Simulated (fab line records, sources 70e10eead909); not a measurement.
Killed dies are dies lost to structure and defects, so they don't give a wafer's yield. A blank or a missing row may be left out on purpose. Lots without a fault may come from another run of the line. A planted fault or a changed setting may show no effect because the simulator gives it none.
A struck lot beside a sound one | flow nand_harc | 13 steps out of a route of 1159
Sound: wafers L884.1, L884.2, L884.5. Struck: wafers L875.1, L875.2, L875.3. The cause comes at the end.
At each step with rows: each side's tool, then ch and its chambers, then its first start. Under that, the readings that differ: sound wafers | struck wafers | difference of the means | sigmas: that difference in standard deviations of wafers without a fault.
alike: readings whose means differ by less than 2 such deviations, and words and numbers that are the same on both sides. not compared: withheld readings, readings that some wafer has no value for, bounds like >300 that may hide the same value, and numbers for which the record gives no deviation and whose values overlap.
The two part at a step that has a row with sigmas, a row that says differs or no value, or rows on one side only. Numbers that don't overlap but have no deviation are shown without sigmas and don't part them. A reading that every wafer of one side lacks parts them only if that side has two wafers or more.

NHARC_P_GATE_DESCUM_48: chemistry O2, time 3 s.
  sound on rie_diel-01 ch 1,2,3, day 10 17:26; struck on rie_diel-13 ch 0,2,3, day 8 15:44
  reading               | sound             | struck            | difference | sigmas
  oes_product_au (a.u.) | 1.024 1.006 1.019 | 0.990 0.993 1.009 | -0.019     | -2
  alike: drypump_motor_current_A, rf_vpp_V, showerhead_plenum_p_Torr, throttle_valve_pct
  not compared: rf_hours_counter_h
then, 1 step without rows for these wafers: NHARC_P_GATE_IMPLANT_49.
NHARC_P_GATE_STRIP_111: strips in N2/H2, time 250 s.
  sound on plasma_asher-01 ch 0,1, day 10 17:48; struck on plasma_asher-01 ch 0,1, day 8 16:17
  alike: drypump_motor_current_A, heater_power_w, rf_refl_power_W
  not compared: rf_hours_counter_h
NHARC_P_GATE_STRIP_75: strips in O2.
  sound on plasma_asher-01 ch 0,1, day 10 18:06; struck on plasma_asher-01 ch 0,1, day 8 16:36
  alike: drypump_motor_current_A, heater_power_w, rf_refl_power_W
  not compared: rf_hours_counter_h
then, 8 steps without rows for these wafers: NHARC_P_GATE_STRIP_50 (strips in SPM, time 900 s); NHARC_P_GATE_DEHYDRATE_51 (time 120 s); NHARC_P_GATE_HMDS_52 (time 30 s); NHARC_P_GATE_COAT_53; NHARC_P_GATE_SOFTBAKE_54 (time 95 s); NHARC_P_GATE_EBR_55; NHARC_P_GATE_EXPOSE_56 (exposes mask P PSD, target cd 720 nm); NHARC_P_GATE_PEB_57 (peb time 85 s).
NHARC_P_GATE_DEVELOP_58: time 70 s.
  sound on litho_track-02 ch 0, day 10 18:00; struck on litho_track-02, day 8 17:00
  no value came back on the struck wafers for chill_plate_temp_C (C), exhaust_pa (Pa), resist_line_temp_C (C); on the sound wafers chill_plate_temp_C (C) reads 22.94 22.97 22.88

WHERE THEY PART
First at NHARC_P_GATE_DESCUM_48; last, within this record, at NHARC_P_GATE_DEVELOP_58.

WHY: what the simulator had put in
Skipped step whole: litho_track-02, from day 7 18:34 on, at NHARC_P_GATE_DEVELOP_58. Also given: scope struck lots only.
